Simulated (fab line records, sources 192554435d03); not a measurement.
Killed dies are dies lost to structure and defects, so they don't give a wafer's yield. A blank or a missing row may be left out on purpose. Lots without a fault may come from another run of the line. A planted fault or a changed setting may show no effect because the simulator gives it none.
Which tool did it? | flow n5_finfet | 9 lots, 26 wafers sampled, at 5 steps of a route of 1938

WHAT THE GAUGES READ, wafer by wafer
N5_BEOL_M4_RC_MEAS_101.
lot  | measured     | on        | DIBL_N (mV/V)
L355 | day 8 19:07  | prober-02 | 38.1 39.6 39.5
L357 | day 9 22:37  | prober-02 | 40.6 39.2 41.7
L358 | day 10 05:05 | prober-01 | 34.8 37.0 38.5
L363 | day 10 21:57 | prober-01 | 35.5 37.3
L370 | day 12 19:56 | prober-02 | 36.7 37.2 38.1
L369 | day 12 21:11 | prober-01 | 35.9 37.4 35.4
L372 | day 13 15:59 | prober-02 | 38.0 36.2 38.5
L373 | day 14 00:02 | prober-02 | 33.6 32.7 34.6
L375 | day 13 23:31 | prober-01 | 37.5 35.8 38.0

WHICH TOOL RAN EACH LOT (tool, then ch and the chambers of the sampled wafers, then the start)
lot  | N5_BEOL_M0_SAQP_CUT_ETCH_46        | N5_BEOL_M0_CUTY_DESCUM_61          | N5_BEOL_M0_ETCH_138                | N5_BEOL_M0_STRIP_140
L355 | rie_diel-05 ch 0,2, day 6 11:42    | rie_diel-06 ch 1,3, day 6 13:00    | rie_diel-06 ch 1,3, day 6 13:12    | rie_diel-06 ch 1,2, day 6 13:32
L357 | rie_diel-01 ch 0,1,3, day 7 07:02  | rie_diel-03 ch 0,1, day 7 08:24    | rie_diel-03 ch 0,1, day 7 08:37    | rie_diel-03 ch 0,1,2, day 7 11:01
L358 | rie_diel-05 ch 2,3, day 7 11:43    | rie_diel-06 ch 0,1,3, day 7 13:02  | rie_diel-06 ch 0,1,3, day 7 13:14  | rie_diel-03 ch 1,2, day 8 05:21
L363 | rie_diel-04 ch 1,3, day 8 10:01    | rie_diel-06 ch 0,2, day 8 11:56    | rie_diel-06 ch 0,2, day 8 12:08    | rie_diel-02 ch 0,2, day 8 13:05
L370 | rie_diel-01 ch 0,1,2, day 10 05:44 | rie_diel-03 ch 1,2,3, day 10 07:10 | rie_diel-03 ch 1,2,3, day 10 07:22 | rie_diel-02 ch 0,2,3, day 10 09:10
L369 | rie_diel-01 ch 0,1,3, day 10 06:46 | rie_diel-03 ch 0,1,2, day 10 08:32 | rie_diel-03 ch 0,1,2, day 10 08:45 | rie_diel-02 ch 0,2,3, day 10 13:12
L372 | rie_diel-01 ch 0,1, day 10 22:28   | rie_diel-06 ch 0,1, day 10 23:44   | rie_diel-06 ch 0,1, day 10 23:56   | rie_diel-02 ch 2,3, day 11 03:31
L373 | rie_diel-05 ch 0,1,3, day 11 10:42 | rie_diel-06 ch 1,2,3, day 11 11:54 | rie_diel-06 ch 1,2,3, day 11 12:06 | rie_diel-06 ch 1,2,3, day 11 12:42
L375 | rie_diel-01 ch 0,1,3, day 11 18:20 | rie_diel-06 ch 0,2,3, day 11 19:47 | rie_diel-06 ch 0,2,3, day 11 19:59 | rie_diel-02 ch 0,1,2, day 11 21:36
- N5_BEOL_M0_SAQP_CUT_ETCH_46: etches SOC in N2/H2, target depth 135 nm, overetch 27 nm, time 202.5 s.
- N5_BEOL_M0_CUTY_DESCUM_61: chemistry O2, time 7.9 s.
- N5_BEOL_M0_ETCH_138: etches SiCN in CH3F/O2, target depth 12 nm, time 31.6 s.
- N5_BEOL_M0_STRIP_140: strips in CF4.

THE ANSWER, worked out from the rows above alone
Rule: what is usual is taken from the lots themselves. Put in order of their means at a reading, lots are off if they are a third of the lots or fewer, leave a main group of 4 or more, and stand apart from it by a gap of 3 or more times the standard deviation of the main group's means; of several such gaps the widest counts. A main group whose means are all the same, to the digits that the tables above print for the reading, isn't used. A lot without any number at a reading at which 4 lots or more have one is off too. The other lots that the step has rows for count as sound.
No lot is off at any reading shown: from this, nothing can be told.

WHAT THE SIMULATOR HAD PUT IN
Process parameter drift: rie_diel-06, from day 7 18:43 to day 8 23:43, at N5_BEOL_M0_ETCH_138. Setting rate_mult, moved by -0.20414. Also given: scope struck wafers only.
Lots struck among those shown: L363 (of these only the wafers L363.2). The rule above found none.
